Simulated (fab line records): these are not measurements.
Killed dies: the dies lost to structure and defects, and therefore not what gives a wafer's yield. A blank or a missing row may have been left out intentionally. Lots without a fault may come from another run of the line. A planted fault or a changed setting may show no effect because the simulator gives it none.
fab line records	flow n5Finfet
record lots=7	wafers=21
route steps=1938 shown BEOL_M1@800 BEOL_M2@846 BEOL_M3@959 BEOL_M4@1024 BEOL_M5@1117
startH: start of the lot's first displayed wafer, in hours after the record's first day	waitH: hours elapsed since this lot's preceding step	" same as the row above	L1.1+2: a row that stands for several wafers	- either no value or no given start	* or withheld: withheld	< > ~ a bound
route shown NAME@n: a module of which the file shows steps, and the number in the route of the first	usual: the fault-free wafers' mean and standard deviation	same: alike in all rows	chamber/n: place in a boat	sites: each site's reading	_std_site: their standard deviation	_edge_site: mean of outer sites minus mean of inner sites	radiusMm: how far each site lies from the wafer's centre	mask NAME#n: copy n	behind: the most recent tool/chamber to have shaped the wafer	hold: reason for holding the lot/hours on hold/outcome of the hold	device: names the non-switching transistor (n, p or np)	end of line: the tests these same wafers got at the end of their route	a step without rows: its recipe alone	killed: the dies lost at the first sort to structure and to defects; this is not the yield of the wafer	map: the dies of a wafer, with x for killed, . for not killed, _ for no die there
set.NAME: the setting the step ran with; set.NAME@STEP: the setting that earlier step ran with	model.NAME: the simulator's own value behind a step, which no gauge read
lots whose settings were changed on purpose; a table a step, a row a wafer
## steps
# step N5_BEOL_M1_TRENCH_ETCH_37
# recipe chemistry=C4F6/O2	targetDepthA=552.07	target=SiOC	timeS=29	ionEnergyEv=250	pressureMtorr=30	sourceW=355	biasW=185	Ar_flow_sccm=300	C4F6_flow_sccm=10	O2_flow_sccm=10
# usual rfVppV=668/6.2
lot.wafer	tool	chamber	startH	waitH	set.biasW	rfVppV	model.BEOL_M1.featureDepthNm	model.etch.depthNm
L074.3	rieDiel-06	2	-	-	185	676	54.2	54.21
L074.4	"	2	"	"	185	677	54.6	54.64
L074.6	"	1	"	"	185	680	54.4	54.32
L078.1	rieDiel-04	1	-	-	185	669	56.4	56.5
L078.3	"	0	"	"	152.1	572	52	52
L078.4	"	2	"	"	185	672	55.2	55.2
L080.1	rieDiel-01	1	-	-	185	657	54.4	54.45
L080.3	"	2	"	"	205.5	727	57	56.93
L080.5	"	1	"	"	205.5	711	56.4	56.49
L082.1	rieDiel-06	1	-	-	185	678	54.4	54.4
L082.3	"	2	"	"	162.5	611	54.8	54.82
L082.6	"	3	"	"	162.5	601	52.4	52.34
L086.1	rieDiel-01	2	-	-	160.2	597	52.2	52.15
L086.2	"	0	"	"	185	662	55	54.93
L086.3	"	3	"	"	185	665	56	56.08
L090.3	rieDiel-01	1	-	-	185	654	54.8	54.77
L090.4	"	0	"	"	185	660	55	55
L090.6	"	0	"	"	160.8	592	52.2	52.17
L097.1	rieDiel-06	1	-	-	156.9	594	51.2	51.26
L097.2	"	3	"	"	156.9	585	50.6	50.67
L097.3	"	2	"	"	185	675	55.6	55.67
# step N5_BEOL_M1_ETCH_41
# recipe chemistry=CH3F/O2	target=SiCN	targetDepthA=319	taperDeg=2	timeS=57.8	ionEnergyEv=120	maskMaterial=TiN	pressureMtorr=30	sourceW=395	biasW=75	Ar_flow_sccm=150	CH3F_flow_sccm=30	O2_flow_sccm=20
# step N5_BEOL_M1_STRIP_97
# recipe chemistry=N2/H2	timeS=10	powerW=450	tempC=40	pressureMtorr=20	rfFrequencyHz=6e+07	biasPowerW=7	n2FlowSccm=200	h2FlowSccm=200
# step N5_BEOL_M1_OCD_MEAS_38
# usual trenchDepthNm=55.2/0.84
lot.wafer	tool	chamber	startH	waitH	set.biasW@BEOL_M1_TRENCH_ETCH_37	trenchDepthNm
L074.3	ocd-02	-	130.37	-	185	54.5
L074.4	"	-	"	"	185	55.1
L074.6	"	-	"	"	185	54.8
L078.1	ocd-01	-	155.45	-	185	56.8
L078.3	"	-	"	"	152.1	51.6
L078.4	"	-	"	"	185	54.6
L080.1	ocd-01	-	165.89	-	185	54.2
L080.3	"	-	"	"	205.5	57.0
L080.5	"	-	"	"	205.5	56.4
L082.1	ocd-02	-	172.84	-	185	54.6
L082.3	"	-	"	"	162.5	55.1
L082.6	"	-	"	"	162.5	52.8
L086.1	ocd-02	-	200.39	-	160.2	52.5
L086.2	"	-	"	"	185	55.0
L086.3	"	-	"	"	185	56.3
L090.3	ocd-02	-	225.57	-	185	54.8
L090.4	"	-	"	"	185	55.1
L090.6	"	-	"	"	160.8	52.4
L097.1	ocd-02	-	268.96	-	156.9	51.4
L097.2	"	-	"	"	156.9	50.6
L097.3	"	-	"	"	185	55.9
# step N5_BEOL_M1_HM_STRIP_39
# recipe chemistry=peroxideTinStrip	material=TiN	targetDepthA=250	tempC=50	timeS=158
lot.wafer	tool	chamber	startH	waitH	set.tempC@BEOL_M1_PECVD_72	model.SiO2_of_BEOL_M1_PECVD_72.thkNm
L074.3	wetBench-02	0	130.40	0.0	400	15.6
L074.4	"	6	"	"	400	15.8
L074.6	"	5	"	"	400	16
L078.1	wetBench-02	2	155.48	0.0	400	15.8
L078.3+4	"	6,1	"	"	400	16
L080.1+3	wetBench-01	2,1	165.92	0.0	400	15.8
L080.5	"	6	"	"	400	16
L082.1	wetBench-02	1	172.87	0.0	400	15.8
L082.3	"	0	"	"	400	16
L082.6	"	7	"	"	400	16.2
L086.1+2	wetBench-04	6,4	200.42	0.0	400	16
L086.3	"	5	"	"	400	15.8
L090.3	wetBench-01	0	225.60	0.0	400	15.8
L090.4	"	4	"	"	400	16.2
L090.6	"	5	"	"	400	16
L097.1+2+3	wetBench-02	6,5,7	268.99	0.0	385	17.6
# step N5_BEOL_M2_COAT_62
# recipe resist=SiARC	tempC=220	timeS=60	spinRpm=1500	resistThkNm=12
lot.wafer	tool	chamber	startH	waitH	set.spinRpm	model.SiARC_of_BEOL_M2_COAT_62.thkNm
L074.3+4+6	lithoTrack-01	0	-	-	1500	12
L078.1+4	lithoTrack-05	0	-	-	1397	12.4
L078.3	"	0	"	"	1500	12
L080.1+3	lithoTrack-05	0	-	-	1638	11.4
L080.5	"	0	"	"	1500	12
L082.1+3+6	lithoTrack-03	0	-	-	1500	12
L086.1+2+3	lithoTrack-05	0	-	-	1500	12
L090.3+4+6	lithoTrack-03	0	-	-	1500	12
L097.1+3	lithoTrack-03	0	-	-	1591	11.6
L097.2	"	0	"	"	1500	12
# step N5_BEOL_M2_COAT_73
# recipe resist=underlayer	tempC=205	timeS=60	spinRpm=1500	resistThkNm=5
lot.wafer	tool	chamber	startH	waitH	set.tempC
L074.3+4+6	lithoTrack-01	0	-	-	205
L078.1+3	lithoTrack-05	0	-	-	202.4
L078.4	"	0	"	"	205
L080.1+3+5	lithoTrack-05	0	-	-	205
L082.1	lithoTrack-03	0	-	-	198.9
L082.3+6	"	0	"	"	205
L086.1+2+3	lithoTrack-05	0	-	-	205
L090.3	lithoTrack-03	0	-	-	207.4
L090.4+6	"	0	"	"	205
L097.1+3	lithoTrack-03	0	-	-	214.2
L097.2	"	0	"	"	205
# step N5_BEOL_M2_COAT_05
# recipe resist=CAR-EUV	spinRpm=1500	resistThkNm=30
# step N5_BEOL_M2_EBR_07
# recipe solvent=PGMEA	ebrWidthMm=1.5
# step N5_BEOL_M2_DESCUM_16
# recipe chemistry=O2	timeS=7	sourcePowerW=50	biasPowerW=20	pressureMtorr=20	rfFrequencyHz=2.712e+07	tempC=40	resist=CAR-EUV	o2FlowSccm=225
# step N5_BEOL_M2_ETCH_74
# recipe chemistry=N2/H2	target=underlayer	targetDepthA=65	maskMaterial=CAR-EUV	timeS=5.2	ionEnergyEv=200	pressureMtorr=30	sourceW=840	biasW=150	n2FlowSccm=200	h2FlowSccm=200	ends=cleared
# step N5_BEOL_M2_ETCH_63
# recipe chemistry=CF4	target=SiARC	targetDepthA=156	maskMaterial=CAR-EUV	timeS=26	ionEnergyEv=80	pressureMtorr=40	sourceW=545	biasW=36	Ar_flow_sccm=100	cf4FlowSccm=100	ends=cleared
lot.wafer	tool	chamber	startH	waitH	set.spinRpm@BEOL_M2_COAT_62	model.etch.depthNm
L074.3+4	rieDiel-03	3,2	137.03	0.0	1500	11.96
L074.6	"	3	"	"	1500	11.98
L078.1+4	rieDiel-05	1,2	160.96	0.0	1397	12.4
L078.3	"	3	"	"	1500	11.95
L080.1+3	rieDiel-02	0,2	170.96	0.0	1638	11.45
L080.5	"	0	"	"	1500	11.99
L082.1	rieDiel-03	0	179.10	0.0	1500	12.02
L082.3	"	1	"	"	1500	11.98
L082.6	"	3	"	"	1500	12.03
L086.1+2	rieDiel-03	1,3	209.58	0.0	1500	11.94
L086.3	"	0	"	"	1500	11.96
L090.3+6	rieDiel-02	1,0	234.24	0.0	1500	11.98
L090.4	"	3	"	"	1500	12.01
L097.1	rieDiel-02	2	276.12	0.0	1591	11.67
L097.2	"	0	"	"	1500	12.01
L097.3	"	3	"	"	1591	11.68
# step N5_BEOL_M2_ETCH_64
# recipe chemistry=N2/H2	target=SOC	targetDepthA=750	overetchA=225	maskMaterial=SiARC	tempC=40	timeS=121.9	ionEnergyEv=200	pressureMtorr=30	sourceW=840	biasW=150	n2FlowSccm=200	h2FlowSccm=200
lot.wafer	tool	chamber	startH	waitH	set.spinRpm@BEOL_M2_COAT_62	model.SiARC_of_BEOL_M2_COAT_62.thkNm
L074.3+4+6	rieDiel-03	3,2,3	137.06	0.0	1500	6.2
L078.1+4	rieDiel-05	1,2	160.99	0.0	1397	6.8
L078.3	"	3	"	"	1500	6.2
L080.1	rieDiel-02	0	170.98	0.0	1638	5.6
L080.3	"	2	"	"	1638	5.8
L080.5	"	0	"	"	1500	6.2
L082.1+3+6	rieDiel-03	0,1,3	179.13	0.0	1500	6.4
L086.1+2+3	rieDiel-03	1,3,0	209.61	0.0	1500	6.2
L090.3	rieDiel-02	1	234.27	0.0	1500	6.4
L090.4+6	"	3,0	"	"	1500	6.2
L097.1	rieDiel-02	2	276.14	0.0	1591	6
L097.2	"	0	"	"	1500	6.2
L097.3	"	3	"	"	1591	5.8
# step N5_BEOL_M3_COAT_76
# recipe resist=underlayer	tempC=205	timeS=60	spinRpm=1500	resistThkNm=5
lot.wafer	tool	chamber	startH	waitH	set.spinRpm
L074.3+4+6	lithoTrack-02	0	-	-	1500
L078.1	lithoTrack-04	0	-	-	1577
L078.3+4	"	0	"	"	1500
L080.1	lithoTrack-04	0	-	-	1500
L080.3+5	"	0	"	"	1637
L082.1	lithoTrack-03	0	-	-	1570
L082.3+6	"	0	"	"	1500
L086.1+3	lithoTrack-02	0	-	-	1500
L086.2	"	0	"	"	1577
L090.3+4+6	lithoTrack-04	0	-	-	1500
L097.1	lithoTrack-03	0	-	-	1561
L097.2+3	"	0	"	"	1500
# step N5_BEOL_M3_EXPOSE_25
# recipe maskId=V2	na=0.33	sourceShape=quasar	sigmaInner=0.2	sigmaOuter=0.8	polarization=unpolarized	defocusNm=5	doseMj=63
lot.wafer	tool	chamber	startH	waitH	mask	set.doseMj
L074.3+4+6	euvScanner-01	0	154.97	-	V2#0	63
L078.1	euvScanner-01	0	194.15	-	V2#0	61.64
L078.3+4	"	0	"	"	V2#0	63
L080.1+5	euvScanner-02	0	204.82	-	V2#0	63
L080.3	"	0	"	"	V2#0	67.17
L082.1+3+6	euvScanner-02	0	205.95	-	V2#0	63
L086.1	euvScanner-01	0	226.16	-	V2#0	64.58
L086.2+3	"	0	"	"	V2#0	63
L090.3	euvScanner-01	0	257.67	-	V2#0	60.45
L090.4+6	"	0	"	"	V2#0	63
L097.1+2+3	euvScanner-02	0	302.19	-	V2#0	63
# step N5_BEOL_M3_PEB_26
# recipe pebTempC=100	pebTimeS=60	resist=CAR-EUV
# step N5_BEOL_M3_DEVELOP_27
# recipe developTimeS=30	developer=TMAH	resist=CAR-EUV	rinseLiquid=surfactantRinse	dry=airSpin	devTempC=23
# step N5_BEOL_M3_DESCUM_33
# recipe chemistry=O2	timeS=7	sourcePowerW=50	biasPowerW=20	pressureMtorr=20	rfFrequencyHz=2.712e+07	tempC=40	resist=CAR-EUV	o2FlowSccm=225
# step N5_BEOL_M3_ETCH_77
# recipe chemistry=N2/H2	target=underlayer	targetDepthA=65	maskMaterial=CAR-EUV	timeS=5.2	ionEnergyEv=200	pressureMtorr=30	sourceW=840	biasW=150	n2FlowSccm=200	h2FlowSccm=200	ends=cleared
lot.wafer	tool	chamber	startH	waitH	set.spinRpm@BEOL_M3_COAT_76	model.etch.depthNm
L074.3	rieDiel-04	0	155.45	0.0	1500	5.011
L074.4	"	2	"	"	1500	5
L074.6	"	2	"	"	1500	4.998
L078.1	rieDiel-01	0	194.85	0.0	1577	4.904
L078.3	"	3	"	"	1500	5.014
L078.4	"	1	"	"	1500	5.011
L080.1	rieDiel-01	1	205.12	0.0	1500	5.003
L080.3	"	0	"	"	1637	4.784
L080.5	"	2	"	"	1637	4.791
L082.1	rieDiel-06	2	206.25	0.0	1570	4.89
L082.3	"	0	"	"	1500	5.024
L082.6	"	3	"	"	1500	5.001
L086.1	rieDiel-04	0	226.53	0.0	1500	4.993
L086.2	"	3	"	"	1577	4.87
L086.3	"	2	"	"	1500	4.986
L090.3	rieDiel-04	1	257.95	0.0	1500	5.002
L090.4	"	1	"	"	1500	4.989
L090.6	"	0	"	"	1500	4.993
L097.1	rieDiel-01	3	302.50	0.0	1561	4.881
L097.2	"	2	"	"	1500	4.975
L097.3	"	0	"	"	1500	5.001
# step N5_BEOL_M4_HM_DEP_02
# recipe material=TiN	targetThkA=200	tempC=25	chamberPressurePa=0.49996
lot.wafer	tool	chamber	startH	waitH	set.targetThkA	model.TiN_of_BEOL_M4_HM_DEP_02.thkNm
L074.3+4	pvdSputter-02	-	165.95	0.8	200	20.4
L074.6	"	-	"	"	200	20.2
L078.1	pvdSputter-02	-	208.21	2.6	173.9	17.6
L078.3+4	"	-	"	"	200	20.2
L080.1	pvdSputter-01	-	215.10	1.1	200	20.4
L080.3	"	-	"	"	200	20.6
L080.5	"	-	"	"	200	20.2
L082.1	pvdSputter-02	-	229.18	2.8	206.8	20.6
L082.3	"	-	"	"	200	19.6
L082.6	"	-	"	"	206.8	20.4
L086.1+2	pvdSputter-01	-	246.12	0.5	214.6	21.6
L086.3	"	-	"	"	200	20.4
L090.3+6	pvdSputter-01	-	269.25	0.3	200	20
L090.4	"	-	"	"	200	20.2
L097.1	pvdSputter-03	-	317.24	0.0	200	20
L097.2+3	"	-	"	"	179.7	18
# step N5_BEOL_M4_COAT_62
# recipe resist=SiARC	tempC=220	timeS=60	spinRpm=1500	resistThkNm=12
lot.wafer	tool	chamber	startH	waitH	set.spinRpm	model.SiARC_of_BEOL_M4_COAT_62.thkNm
L074.3+4+6	lithoTrack-01	0	-	-	1500	12
L078.1+4	lithoTrack-01	0	-	-	1551	11.8
L078.3	"	0	"	"	1500	12
L080.1+3	lithoTrack-02	0	-	-	1405	12.4
L080.5	"	0	"	"	1500	12
L082.1+3+6	lithoTrack-02	0	-	-	1500	12
L086.1+2+3	lithoTrack-02	0	-	-	1500	12
L090.3+4+6	lithoTrack-01	0	-	-	1500	12
L097.1+2+3	lithoTrack-02	0	-	-	1500	12
# step N5_BEOL_M4_COAT_73
# recipe resist=underlayer	tempC=205	timeS=60	spinRpm=1500	resistThkNm=5
# step N5_BEOL_M4_COAT_05
# recipe resist=CAR-EUV	spinRpm=1500	resistThkNm=30
# step N5_BEOL_M4_DESCUM_16
# recipe chemistry=O2	timeS=7	sourcePowerW=50	biasPowerW=20	pressureMtorr=20	rfFrequencyHz=2.712e+07	tempC=40	resist=CAR-EUV	o2FlowSccm=225
# step N5_BEOL_M4_ETCH_74
# recipe chemistry=N2/H2	target=underlayer	targetDepthA=65	maskMaterial=CAR-EUV	timeS=5.2	ionEnergyEv=200	pressureMtorr=30	sourceW=840	biasW=150	n2FlowSccm=200	h2FlowSccm=200	ends=cleared
# step N5_BEOL_M4_ETCH_63
# recipe chemistry=CF4	target=SiARC	targetDepthA=156	maskMaterial=CAR-EUV	timeS=26	ionEnergyEv=80	pressureMtorr=40	sourceW=545	biasW=36	Ar_flow_sccm=100	cf4FlowSccm=100	ends=cleared
lot.wafer	tool	chamber	startH	waitH	set.spinRpm@BEOL_M4_COAT_62	model.etch.depthNm
L074.3	rieDiel-05	1	166.65	0.0	1500	12
L074.4	"	2	"	"	1500	11.97
L074.6	"	3	"	"	1500	12.02
L078.1	rieDiel-05	3	209.30	0.0	1551	11.87
L078.3	"	0	"	"	1500	12
L078.4	"	1	"	"	1551	11.82
L080.1	rieDiel-05	1	215.81	0.0	1405	12.42
L080.3	"	3	"	"	1405	12.38
L080.5	"	1	"	"	1500	11.99
L082.1	rieDiel-05	0	229.75	0.0	1500	12.07
L082.3	"	1	"	"	1500	12.06
L082.6	"	1	"	"	1500	12.03
L086.1	rieDiel-02	2	246.69	0.0	1500	12.01
L086.2	"	1	"	"	1500	12.03
L086.3	"	0	"	"	1500	11.98
L090.3	rieDiel-03	0	269.83	0.0	1500	11.92
L090.4	"	2	"	"	1500	11.96
L090.6	"	1	"	"	1500	11.98
L097.1	rieDiel-02	0	317.80	0.0	1500	12.01
L097.2	"	2	"	"	1500	12.04
L097.3	"	3	"	"	1500	12.05
# step N5_BEOL_M4_ETCH_64
# recipe chemistry=N2/H2	target=SOC	targetDepthA=750	overetchA=225	maskMaterial=SiARC	tempC=40	timeS=121.9	ionEnergyEv=200	pressureMtorr=30	sourceW=840	biasW=150	n2FlowSccm=200	h2FlowSccm=200
# step N5_BEOL_M4_STRIP_65
# recipe chemistry=N2/H2	tempC=40	n2FlowSccm=200	h2FlowSccm=200	rfFrequencyHz=6e+07
# step N5_BEOL_M4_STRIP_75
# recipe chemistry=N2/H2	tempC=40	n2FlowSccm=200	h2FlowSccm=200	rfFrequencyHz=6e+07
# step N5_BEOL_M4_STRIP_66
# recipe chemistry=CF4	resist=SiARC	powerW=300	biasPowerW=75	pressureMtorr=50	cf4FlowSccm=150	rfFrequencyHz=6e+07
# step N5_BEOL_M4_HM_OPEN_17
# recipe chemistry=Cl2/BCl3	targetDepthA=200	overetchA=60	target=TiN	maskMaterial=SOC	ionEnergyEv=150	pressureMtorr=10	icpW=1000	biasW=126	Cl2_flow_sccm=53.25	bcl3FlowSccm=21.75	Ar_flow_sccm=25
lot.wafer	tool	chamber	startH	waitH	set.targetThkA@BEOL_M4_HM_DEP_02	model.etch.depthNm
L074.3	rieMetal-02	0	166.88	0.1	200	20.34
L074.4	"	1	"	"	200	20.39
L074.6	"	1	"	"	200	20.3
L078.1	rieMetal-01	0	209.50	0.0	173.9	17.53
L078.3	"	1	"	"	200	20.16
L078.4	"	0	"	"	200	20.2
L080.1	rieMetal-01	1	216.01	0.0	200	20.42
L080.3	"	1	"	"	200	20.61
L080.5	"	1	"	"	200	20.29
L082.1	rieMetal-02	0	229.95	0.0	206.8	20.53
L082.3	"	0	"	"	200	19.61
L082.6	"	0	"	"	206.8	20.44
L086.1	rieMetal-01	0	246.89	0.0	214.6	21.55
L086.2	"	1	"	"	214.6	21.63
L086.3	"	1	"	"	200	20.4
L090.3	rieMetal-01	0	270.06	0.1	200	19.96
L090.4	"	1	"	"	200	20.25
L090.6	"	1	"	"	200	20.1
L097.1	rieMetal-01	1	318.01	0.0	200	20.08
L097.2	"	0	"	"	179.7	18
L097.3	"	1	"	"	179.7	18.03
# step N5_BEOL_M5_COAT_59
# recipe resist=SOC	tempC=250	timeS=60	spinRpm=1500	resistThkNm=60
lot.wafer	tool	chamber	startH	waitH	set.spinRpm	model.SOC_of_BEOL_M5_COAT_59.thkNm
L074.3+6	lithoTrack-01	0	200.42	0.1	1500	60
L074.4	"	0	"	"	1500	59.8
L078.1	lithoTrack-03	0	224.78	0.1	1432	61.4
L078.3	"	0	"	"	1432	61.6
L078.4	"	0	"	"	1500	60
L080.1+3	lithoTrack-03	0	230.96	0.1	1500	60.2
L080.5	"	0	"	"	1500	60
L082.1	lithoTrack-01	0	245.31	0.1	1567	58.6
L082.3+6	"	0	"	"	1500	59.8
L086.1+3	lithoTrack-04	0	259.87	0.1	1500	60
L086.2	"	0	"	"	1335	63.6
L090.3+4+6	lithoTrack-03	0	292.31	0.1	1500	60
L097.1+2	lithoTrack-03	0	344.62	0.1	1500	60
L097.3	"	0	"	"	1500	59.8
# step N5_BEOL_M5_COAT_60
# recipe resist=SiARC	tempC=220	timeS=60	spinRpm=1500	resistThkNm=12
# step N5_BEOL_M5_COAT_71
# recipe resist=underlayer	tempC=205	timeS=60	spinRpm=1500	resistThkNm=5
# step N5_BEOL_M5_ETCH_72
# recipe chemistry=N2/H2	target=underlayer	targetDepthA=65	maskMaterial=CAR-EUV	timeS=5.2	ionEnergyEv=200	pressureMtorr=30	sourceW=840	biasW=150	n2FlowSccm=200	h2FlowSccm=200	ends=cleared
# step N5_BEOL_M5_ETCH_61
# recipe chemistry=CF4	target=SiARC	targetDepthA=156	maskMaterial=CAR-EUV	timeS=26	ionEnergyEv=80	pressureMtorr=40	sourceW=545	biasW=36	Ar_flow_sccm=100	cf4FlowSccm=100	ends=cleared
# step N5_BEOL_M5_ETCH_62
# recipe chemistry=N2/H2	target=SOC	targetDepthA=750	overetchA=150	maskMaterial=SiARC	tempC=40	timeS=112.5	ionEnergyEv=200	pressureMtorr=30	sourceW=840	biasW=150	n2FlowSccm=200	h2FlowSccm=200
lot.wafer	tool	chamber	startH	waitH	set.spinRpm@BEOL_M5_COAT_59	model.etch.depthNm
L074.3	rieDiel-01	3	200.88	0.0	1500	60.01
L074.4	"	0	"	"	1500	59.86
L074.6	"	2	"	"	1500	60.04
L078.1	rieDiel-06	1	225.59	0.0	1432	61.46
L078.3	"	0	"	"	1432	61.66
L078.4	"	2	"	"	1500	60.08
L080.1	rieDiel-01	2	232.04	0.0	1500	60.11
L080.3	"	0	"	"	1500	60.23
L080.5	"	0	"	"	1500	59.95
L082.1	rieDiel-06	3	245.90	0.0	1567	58.55
L082.3+6	"	1,2	"	"	1500	59.79
L086.1	rieDiel-06	0	260.50	0.0	1500	60
L086.2	"	2	"	"	1335	63.67
L086.3	"	3	"	"	1500	60.09
L090.3	rieDiel-01	3	292.90	0.0	1500	60.04
L090.4	"	1	"	"	1500	60
L090.6	"	1	"	"	1500	59.91
L097.1	rieDiel-06	1	345.23	0.0	1500	59.94
L097.2	"	0	"	"	1500	59.98
L097.3	"	2	"	"	1500	59.87
## key
split step=N5_BEOL_M1_TRENCH_ETCH_37	setting=biasW	stated=185	by=wafer
response step=N5_BEOL_M1_TRENCH_ETCH_37	reading=rfVppV	change=+5.46	per=1%	r=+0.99
response step=N5_BEOL_M1_TRENCH_ETCH_37	reading=model.BEOL_M1.featureDepthNm	change=+0.217	per=1%	r=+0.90
response step=N5_BEOL_M1_TRENCH_ETCH_37	reading=model.etch.depthNm	change=+0.218	per=1%	r=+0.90
response step=N5_BEOL_M1_OCD_MEAS_38	reading=trenchDepthNm	change=+0.222	per=1%	r=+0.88
split step=N5_BEOL_M2_COAT_62	setting=spinRpm	stated=1500	by=wafer
response step=N5_BEOL_M2_COAT_62	reading=model.SiARC_of_BEOL_M2_COAT_62.thkNm	change=-0.0634	per=1%	r=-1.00
response step=N5_BEOL_M2_ETCH_63	reading=model.etch.depthNm	change=-0.0597	per=1%	r=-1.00
response step=N5_BEOL_M2_ETCH_64	reading=model.SiARC_of_BEOL_M2_COAT_62.thkNm	change=-0.0625	per=1%	r=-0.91
split step=N5_BEOL_M2_COAT_73	setting=tempC	stated=205	by=wafer
response none clear
split step=N5_BEOL_M3_COAT_76	setting=spinRpm	stated=1500	by=wafer
response step=N5_BEOL_M3_ETCH_77	reading=model.etch.depthNm	change=-0.0238	per=1%	r=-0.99
split step=N5_BEOL_M3_EXPOSE_25	setting=doseMj	stated=63	by=wafer
response none clear
split step=N5_BEOL_M4_HM_DEP_02	setting=targetThkA	stated=200	by=wafer
response step=N5_BEOL_M4_HM_DEP_02	reading=model.TiN_of_BEOL_M4_HM_DEP_02.thkNm	change=+0.195	per=1%	r=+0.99
response step=N5_BEOL_M4_HM_OPEN_17	reading=model.etch.depthNm	change=+0.199	per=1%	r=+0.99
split step=N5_BEOL_M4_COAT_62	setting=spinRpm	stated=1500	by=wafer
response step=N5_BEOL_M4_COAT_62	reading=model.SiARC_of_BEOL_M4_COAT_62.thkNm	change=-0.0622	per=1%	r=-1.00
response step=N5_BEOL_M4_ETCH_63	reading=model.etch.depthNm	change=-0.0615	per=1%	r=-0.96
split step=N5_BEOL_M5_COAT_59	setting=spinRpm	stated=1500	by=wafer
response step=N5_BEOL_M5_COAT_59	reading=model.SOC_of_BEOL_M5_COAT_59.thkNm	change=-0.32	per=1%	r=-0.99
response step=N5_BEOL_M5_ETCH_62	reading=model.etch.depthNm	change=-0.323	per=1%	r=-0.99
split outsideThisFile step=N5_BEOL_M1_PECVD_72 setting=tempC
# split outsideThisFile: this setting was split too, and the file shows its column; the key of that split is in another file
